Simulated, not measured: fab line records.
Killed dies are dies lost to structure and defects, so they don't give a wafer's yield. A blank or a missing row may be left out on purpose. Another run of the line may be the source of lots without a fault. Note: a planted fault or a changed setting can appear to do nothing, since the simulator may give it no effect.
Matching of chambers -- flow n5_finfet -- rie_diel-05 running N5_BEOL_M1_ETCHBACK_99: 4 sister chambers
The step etches SiO2 in CHF3, target depth 5 nm, time 10.4 s. 20 wafers are shown with their chamber, then 10 later ones without.

WAFERS PAIRED WITH THEIR CHAMBERS
wafer,chamber,drypump_motor_current_A (A),showerhead_plenum_p_Torr (Torr),throttle_valve_pct (%)
L074.2,0,5.2,2.19,17.25
L074.3,2,5.7,2.22,17.27
L074.5,3,5.7,2.28,16.99
L077.2,2,5.7,2.22,17.26
L077.4,3,5.7,2.28,17.02
L077.5,1,5.8,2.24,17.11
L083.1,2,5.7,2.22,17.31
L083.3,0,5.2,2.18,17.27
L083.6,2,5.7,2.21,17.28
L087.3,3,5.7,2.27,17.05
L087.5,3,5.7,2.27,17.04
L087.6,0,5.2,2.18,17.31
L089.3,3,5.7,2.27,17.05
L089.5,1,5.8,2.23,17.15
L089.6,0,5.3,2.18,17.31
L093.1,2,5.7,2.21,17.32
L093.3,1,5.8,2.23,17.16
L093.6,2,5.7,2.21,17.32
L094.1,3,5.7,2.27,17.06
L094.3,0,5.2,2.17,17.32

SIGNATURES, as means of the wafers listed above
reading,chamber 0,chamber 1,chamber 2,chamber 3,scatter within a chamber
drypump_motor_current_A,5.220,5.800,5.700,5.700,0.0224
showerhead_plenum_p_Torr,2.1800,2.2333,2.2150,2.2733,0.00586
throttle_valve_pct,17.2920,17.1400,17.2933,17.0350,0.0273
Rule: a wafer lies at a distance from a chamber equal to the root of the sum of squares, over the readings, of (its reading less the chamber's mean, divided by the reading's scatter). The wafer belongs to the nearest chamber; if the next one is less than 2 further off, it can't be placed. The scatter: take each reading less its chamber's mean, square it, sum over the shown wafers, divide by the number of wafers less the number of chambers, and take the root.

WAFERS MISSING THEIR CHAMBER
wafer,drypump_motor_current_A (A),showerhead_plenum_p_Torr (Torr),throttle_valve_pct (%)
L094.4,5.8,2.23,17.18
L095.1,5.8,2.23,17.17
L095.2,5.2,2.17,17.31
L095.5,5.7,2.27,17.08
L097.2,5.7,2.26,17.05
L097.5,5.7,2.21,17.32
L097.6,5.7,2.26,17.08
L096.1,5.7,2.21,17.34
L096.5,5.3,2.17,17.33
L096.6,5.7,2.26,17.06

THE CHAMBER EACH PASSED THROUGH
wafer,from the rows above,in truth
L094.4,1,1
L095.1,1,1
L095.2,0,0
L095.5,3,3
L097.2,3,3
L097.5,2,2
L097.6,3,3
L096.1,2,2
L096.5,0,0
L096.6,3,3
10 of 10 placed correctly. Number that these rows cannot place: 0. Number placed wrongly: 0.
